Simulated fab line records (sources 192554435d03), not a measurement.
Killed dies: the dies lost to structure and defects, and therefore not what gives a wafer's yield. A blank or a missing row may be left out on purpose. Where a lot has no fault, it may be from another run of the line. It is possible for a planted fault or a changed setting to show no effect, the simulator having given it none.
Chamber matching || flow n5Finfet || N5_BEOL_M8_DESCUM_33 on rieDiel-02: 4 sister chambers
The step chemistry O2, time 7 s. 14 wafers are shown with their chamber, then 7 later ones without.

## EACH WAFER AND ITS CHAMBER
{"wafer": "L074.2", "chamber": 2, "drypumpMotorCurrentA (A)": 6.4, "showerheadPlenumPTorr (Torr)": 2.10, "throttleValvePct (%)": 20.51}
{"wafer": "L074.5", "chamber": 3, "drypumpMotorCurrentA (A)": 5.1, "showerheadPlenumPTorr (Torr)": 2.06, "throttleValvePct (%)": 20.89}
{"wafer": "L074.6", "chamber": 2, "drypumpMotorCurrentA (A)": 6.4, "showerheadPlenumPTorr (Torr)": 2.10, "throttleValvePct (%)": 20.50}
{"wafer": "L077.1", "chamber": 1, "drypumpMotorCurrentA (A)": 5.5, "showerheadPlenumPTorr (Torr)": 2.16, "throttleValvePct (%)": 20.66}
{"wafer": "L077.3", "chamber": 2, "drypumpMotorCurrentA (A)": 6.5, "showerheadPlenumPTorr (Torr)": 2.10, "throttleValvePct (%)": 20.51}
{"wafer": "L077.5", "chamber": 2, "drypumpMotorCurrentA (A)": 6.5, "showerheadPlenumPTorr (Torr)": 2.10, "throttleValvePct (%)": 20.50}
{"wafer": "L076.2", "chamber": 2, "drypumpMotorCurrentA (A)": 6.5, "showerheadPlenumPTorr (Torr)": 2.10, "throttleValvePct (%)": 20.51}
{"wafer": "L076.4", "chamber": 0, "drypumpMotorCurrentA (A)": 5.3, "showerheadPlenumPTorr (Torr)": 2.05, "throttleValvePct (%)": 19.99}
{"wafer": "L076.6", "chamber": 3, "drypumpMotorCurrentA (A)": 5.1, "showerheadPlenumPTorr (Torr)": 2.06, "throttleValvePct (%)": 20.90}
{"wafer": "L083.1", "chamber": 2, "drypumpMotorCurrentA (A)": 6.4, "showerheadPlenumPTorr (Torr)": 2.10, "throttleValvePct (%)": 20.55}
{"wafer": "L083.2", "chamber": 0, "drypumpMotorCurrentA (A)": 5.2, "showerheadPlenumPTorr (Torr)": 2.05, "throttleValvePct (%)": 20.01}
{"wafer": "L083.4", "chamber": 3, "drypumpMotorCurrentA (A)": 5.1, "showerheadPlenumPTorr (Torr)": 2.06, "throttleValvePct (%)": 20.93}
{"wafer": "L089.2", "chamber": 3, "drypumpMotorCurrentA (A)": 5.1, "showerheadPlenumPTorr (Torr)": 2.05, "throttleValvePct (%)": 20.58}
{"wafer": "L089.3", "chamber": 0, "drypumpMotorCurrentA (A)": 5.2, "showerheadPlenumPTorr (Torr)": 2.04, "throttleValvePct (%)": 20.06}

SIGNATURES (averages over the wafers above)
{"reading": "drypumpMotorCurrentA", "chamber 0": 5.233, "chamber 1": 5.500, "chamber 2": 6.450, "chamber 3": 5.100, "scatter within a chamber": 0.0465}
{"reading": "showerheadPlenumPTorr", "chamber 0": 2.0467, "chamber 1": 2.1600, "chamber 2": 2.1000, "chamber 3": 2.0575, "scatter within a chamber": 0.00376}
{"reading": "throttleValvePct", "chamber 0": 20.0200, "chamber 1": 20.6600, "chamber 2": 20.5133, "chamber 3": 20.8250, "scatter within a chamber": 0.0923}
Rule: for a wafer and a chamber, the distance is found by dividing, reading by reading, the gap between the wafer's reading and the chamber's mean by the reading's scatter, squaring, summing and taking the root. The wafer belongs to the nearest chamber; if the next one is less than 2 further off, it can't be placed. How the scatter is found: for the shown wafers, subtract from each reading the mean of its chamber, square and add these, divide the total by (wafers less chambers), then take the root.

## WAFERS WHOSE CHAMBER IS MISSING
{"wafer": "L089.6", "drypumpMotorCurrentA (A)": 5.1, "showerheadPlenumPTorr (Torr)": 2.05, "throttleValvePct (%)": 20.60}
{"wafer": "L092.1", "drypumpMotorCurrentA (A)": 5.3, "showerheadPlenumPTorr (Torr)": 2.04, "throttleValvePct (%)": 20.05}
{"wafer": "L092.4", "drypumpMotorCurrentA (A)": 5.1, "showerheadPlenumPTorr (Torr)": 2.05, "throttleValvePct (%)": 20.58}
{"wafer": "L092.6", "drypumpMotorCurrentA (A)": 5.3, "showerheadPlenumPTorr (Torr)": 2.04, "throttleValvePct (%)": 20.07}
{"wafer": "L095.1", "drypumpMotorCurrentA (A)": 5.2, "showerheadPlenumPTorr (Torr)": 2.03, "throttleValvePct (%)": 20.06}
{"wafer": "L095.3", "drypumpMotorCurrentA (A)": 5.5, "showerheadPlenumPTorr (Torr)": 2.14, "throttleValvePct (%)": 20.33}
{"wafer": "L095.4", "drypumpMotorCurrentA (A)": 5.1, "showerheadPlenumPTorr (Torr)": 2.05, "throttleValvePct (%)": 20.60}

## CHAMBER TAKEN BY EACH
{"wafer": "L089.6", "from the rows above": 3, "in truth": 3}
{"wafer": "L092.1", "from the rows above": 0, "in truth": 0}
{"wafer": "L092.4", "from the rows above": 3, "in truth": 3}
{"wafer": "L092.6", "from the rows above": 0, "in truth": 0}
{"wafer": "L095.1", "from the rows above": 0, "in truth": 0}
{"wafer": "L095.3", "from the rows above": 1, "in truth": 1}
{"wafer": "L095.4", "from the rows above": 3, "in truth": 3}
Correctly placed: 7 of 7. Not placeable from these rows: 0. Wrongly placed: 0.
